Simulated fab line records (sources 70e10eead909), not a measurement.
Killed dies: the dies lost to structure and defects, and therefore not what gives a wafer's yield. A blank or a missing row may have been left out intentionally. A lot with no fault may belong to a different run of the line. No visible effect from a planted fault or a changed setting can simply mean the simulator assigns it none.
What tool caused it?    flow nandHarc    39 wafers from 13 lots sampled at 5 of the route's 1302 steps

== WHAT THE GAUGES SHOWED, per wafer ==
NHARC_P_M1_INSPECT_11. Usual: 5 for rawDefectCount, sd 3.3.
lot   measured      on                rawDefectCount  flag
L337  day 6 01:59   defectInspect-02  4 6 1           
L338  day 6 14:52   defectInspect-01  3 2 2           
L339  day 6 22:59   defectInspect-01  1 2 6           
L340  day 7 08:55   defectInspect-02  4 0 3           
L341  day 7 21:55   defectInspect-01  3 2 2           
L348  day 11 00:57  defectInspect-01  4 2 4           
L351  day 12 11:29  defectInspect-02  14 12 12        
L352  day 12 13:26  defectInspect-01  7 2 4           
L353  day 12 22:10  defectInspect-01  6 3 3           
L356  day 14 09:30  defectInspect-02  6 5 0           
L357  day 14 19:55  defectInspect-02  1 4 7           
L358  day 14 21:55  defectInspect-02  3 7 5           
L359  day 15 15:17  defectInspect-02  9 1 5           

NHARC_END_SORT_01. Usual: defectLimitedYield 91 % (standard deviation 3); killedAtArray 59 (standard deviation 21); killedAtOther 0.8 (standard deviation 1.1); killedAtPeriphery 4.1 (standard deviation 2.8); killedDies 64 (standard deviation 20); killedOpen 3.1 (standard deviation 1.7); killedShort 2.4 (standard deviation 1.6).
lot   measured      on         defectLimitedYield (%)  killedAtArray  killedAtOther  killedAtPeriphery  killedDies  killedOpen  killedShort  flag
L337  day 24 10:10  prober-02  91 91 93                56 49 42       3 5 2          2 5 1              61 59 45    3 3 0       4 3 0        
L338  day 24 10:11  prober-01  89 89 89                73 74 70       0 0 0          3 3 6              76 77 76    2 5 1       0 2 4        
L339  day 25 18:33  prober-01  94 94 92                39 36 50       0 0 0          1 2 4              40 38 54    2 2 4       1 3 2        
L340  day 26 02:20  prober-01  90 89 88                66 72 78       4 2 1          1 0 0              71 74 79    2 2 3       2 3 2        
L341  day 25 19:19  prober-02  85 85 90                98 98 61       2 2 3          2 1 2              102 101 66  6 4 3       1 1 4        
L348  day 29 09:03  prober-01  93 93 93                35 43 42       3 2 0          7 5 8              45 50 50    5 6 5       5 5 4        
L351  day 30 19:57  prober-01  87 87 89                77 77 67       0 0 1          10 8 6             87 85 74    4 3 5       2 2 1        
L352  day 30 10:26  prober-01  96 94 95                24 36 32       0 0 0          6 5 5              30 41 37    4 1 3       4 5 0        
L353  day 31 01:37  prober-02  88 86 84                72 93 99       0 0 1          9 4 7              81 97 107   2 1 2       0 0 3        
L356  day 32 18:07  prober-01  89 86 90                73 94 70       0 1 1          4 0 0              77 95 71    4 2 3       2 4 1        
L357  day 33 05:38  prober-01  89 88 88                70 76 75       4 0 1          0 2 5              74 78 81    1 1 6       0 0 1        
L358  day 32 22:01  prober-02  95 93 95                29 42 29       0 1 0          4 2 2              33 45 31    6 5 3       5 2 1        
L359  day 33 15:13  prober-02  93 90 91                46 64 56       0 0 0          3 1 4              49 65 60    3 2 4       1 1 3        

== WHICH TOOL RAN EACH LOT (tool, then ch and the chambers of the sampled wafers, then the start) ==
lot   NHARC_P_M1_PVD_21                       NHARC_P_M1_CMP_23              NHARC_P_M2_DEP_00
L337  pvdSputter-03, day 6 04:11 or earlier   cmp-01 ch 1,2,3, day 6 04:11   pecvd-04 ch 0,1, day 6 05:15
L338  pvdSputter-01, day 6 17:07 or earlier   cmp-01 ch 0,1,3, day 6 17:07   pecvd-03 ch 0,1,2, day 6 18:04
L339  pvdSputter-03, day 7 01:13 or earlier   cmp-02 ch 0,1,3, day 7 01:13   pecvd-04 ch 0,1, day 7 02:19
L340  pvdSputter-01, day 7 11:08 or earlier   cmp-02 ch 1,2,3, day 7 11:08   pecvd-03 ch 0,1,2, day 7 12:10
L341  pvdSputter-01, day 8 00:05 or earlier   cmp-02 ch 0,1, day 8 00:05     pecvd-04 ch 0,1, day 8 01:10
L348  pvdSputter-03, day 11 03:15 or earlier  cmp-02 ch 0,1,2, day 11 03:15  pecvd-03 ch 0,1, day 11 04:16
L351  pvdSputter-03, day 12 13:38 or earlier  cmp-01 ch 0,1,2, day 12 13:38  pecvd-01 ch 0,1, day 12 14:42
L352  pvdSputter-01, day 12 15:36 or earlier  cmp-02 ch 0,3, day 12 15:36    pecvd-01 ch 0,1,2, day 12 16:45
L353  pvdSputter-03, day 13 00:20 or earlier  cmp-01 ch 0,1, day 13 00:20    pecvd-01 ch 0,1,2, day 13 01:25
L356  pvdSputter-01, day 14 12:10 or earlier  cmp-01 ch 0,1, day 14 12:10    pecvd-04 ch 0,1, day 14 13:27
L357  pvdSputter-03, day 14 22:08 or earlier  cmp-04 ch 1,2,3, day 14 22:08  pecvd-01 ch 0,1,2, day 14 23:14
L358  pvdSputter-01, day 15 01:13 or earlier  cmp-01 ch 0,2,3, day 15 01:13  pecvd-01 ch 0,2, day 15 02:17
L359  pvdSputter-02, day 15 17:33 or earlier  cmp-04 ch 0,1,3, day 15 17:33  pecvd-01 ch 0,1,2, day 15 18:38
- NHARC_P_M1_PVD_21: deposits Cu, target thk 30 nm, time 20.49 s.
- NHARC_P_M1_CMP_23: polishes, t overpolish 20 s, target thk 157.82 nm.
- NHARC_P_M2_DEP_00: deposits SiOC, target thk 182.5 nm.

== WHAT THE TOOLS THEMSELVES READ (means of the sampled wafers that have a number; where no wafer has one, the mark that the record gives instead) ==
NHARC_P_M1_PVD_21. Usual: chamberPressurePa 4.999 Pa, standard deviation 0.0096; throttleValvePct 29.5 %, standard deviation 0.81.
lot   tool           chamberPressurePa (Pa)  throttleValvePct (%)  flag
L337  pvdSputter-03  4.995                   29.2                  
L338  pvdSputter-01  4.996                   29.4                  
L339  pvdSputter-03  4.990                   29.4                  
L340  pvdSputter-01  5.001                   28.9                  
L341  pvdSputter-01  4.995                   28.8                  
L348  pvdSputter-03  4.998                   30.2                  
L351  pvdSputter-03  4.995                   29.8                  
L352  pvdSputter-01  5.002                   29.9                  
L353  pvdSputter-03  4.996                   30.0                  
L356  pvdSputter-01  5.003                   29.4                  
L357  pvdSputter-03  5.000                   30.1                  
L358  pvdSputter-01  4.997                   29.3                  
L359  pvdSputter-02  5.003                   30.0                  

NHARC_P_M1_CMP_23. Usual: motorCurrentA 11.5 A, standard deviation 1.2; retainingRingPressureFrac 0.999, standard deviation 0.0051; slurryFlowMlMin 150.0, standard deviation 0.4; timeToEndpointS 28 s, standard deviation 3.4.
lot   tool    motorCurrentA (A)  retainingRingPressureFrac  slurryFlowMlMin  timeToEndpointS (s)  flag
L337  cmp-01  11.9               0.995                      149.9            29                   
L338  cmp-01  11.4               1.003                      149.9            24                   
L339  cmp-02  11.1               0.999                      150.0            27                   
L340  cmp-02  11.4               1.000                      150.2            30                   
L341  cmp-02  11.2               1.002                      149.7            31                   
L348  cmp-02  11.1               1.000                      150.0            34                   
L351  cmp-01  11.1               1.002                      150.2            27                   
L352  cmp-02  11.4               1.000                      149.9            28                   
L353  cmp-01  11.3               0.990                      150.2            25                   
L356  cmp-01  11.3               0.998                      149.9            25                   
L357  cmp-04  12.0               0.998                      150.0            26                   
L358  cmp-01  10.7               1.003                      150.5            27                   
L359  cmp-04  13.0               1.000                      150.0            24                   

NHARC_P_M2_DEP_00. Usual: 1497 V for showerheadVppV, sd 69.
lot   tool      showerheadVppV (V)  flag
L337  pecvd-04  1446                
L338  pecvd-03  1523                
L339  pecvd-04  1430                
L340  pecvd-03  1528                
L341  pecvd-04  1453                
L348  pecvd-03  1607                
L351  pecvd-01  1490                
L352  pecvd-01  1499                
L353  pecvd-01  1513                
L356  pecvd-04  1425                
L357  pecvd-01  1519                
L358  pecvd-01  1531                
L359  pecvd-01  1511                

== THE ANSWER, worked out from the rows above alone ==
Rule: a lot is off if the mean of its wafers that have a number lies more than 3 standard deviations from the usual mean. A lot without any number at a reading at which 4 lots or more have one is off too. Any other lot the step has rows for is counted as sound. Order of review: gauges by route order, followed by the tools' own readings, for which a lot's mean as printed above is used. The first step at which some lot is off is used, and at that step the reading that is off furthest; a lot without a number counts as furthest.
Nothing can be told from this: no lot is off at any reading shown.

== WHAT THE SIMULATOR PUT IN ==
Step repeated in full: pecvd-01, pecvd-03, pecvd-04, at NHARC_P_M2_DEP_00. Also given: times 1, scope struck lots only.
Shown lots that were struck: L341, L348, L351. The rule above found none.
